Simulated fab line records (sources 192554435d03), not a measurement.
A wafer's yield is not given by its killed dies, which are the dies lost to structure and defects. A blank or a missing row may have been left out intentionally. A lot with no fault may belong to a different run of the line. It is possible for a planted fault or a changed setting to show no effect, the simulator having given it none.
What tool caused it?    flow n5Finfet    9 lots, 27 wafers sampled, at 1 step of a route of 1938

## WHAT THE GAUGES READ, wafer by wafer
N5_HKMG_FIN_CD_MEAS_49: the cd target is 202 nm.
lot   measured     on        cdNm (nm)
L423  day 4 13:09  cdSem-02  201.8 202.1 202.4
L427  day 5 12:10  cdSem-02  202.6 201.4 201.7
L428  day 5 19:31  cdSem-03  201.7 201.7 201.6
L433  day 7 04:41  cdSem-03  202.0 202.2 201.8
L436  day 7 17:25  cdSem-01  201.3 201.5 202.5
L438  day 8 05:46  cdSem-01  202.4 201.9 201.5
L441  day 9 02:14  cdSem-03  201.7 202.7 201.7
L443  day 9 17:01  cdSem-02  201.6 201.4 201.5
L444  day 9 17:13  cdSem-01  201.3 201.5 201.4

## EACH LOT AND THE TOOL THAT RAN IT (in order: tool; ch and the chambers of the sampled wafers; start)
The record shows no process step preceding these readings.

## THE ANSWER, worked out from the rows above alone
Rule: what is usual is taken from the lots themselves. Put in order of their means at a reading, lots are off if they are a third of the lots or fewer, leave a main group of 4 or more, and stand apart from it by a gap of 3 or more times the standard deviation of the main group's means; of several such gaps the widest counts. Not used: any main group whose means are identical at the precision the tables above print for the reading. A lot without any number at a reading at which 4 lots or more have one is off too. Any other lot the step has rows for is counted as sound.
Nothing can be told from this: no lot is off at any reading shown.

## WHAT THE SIMULATOR HAD INSERTED
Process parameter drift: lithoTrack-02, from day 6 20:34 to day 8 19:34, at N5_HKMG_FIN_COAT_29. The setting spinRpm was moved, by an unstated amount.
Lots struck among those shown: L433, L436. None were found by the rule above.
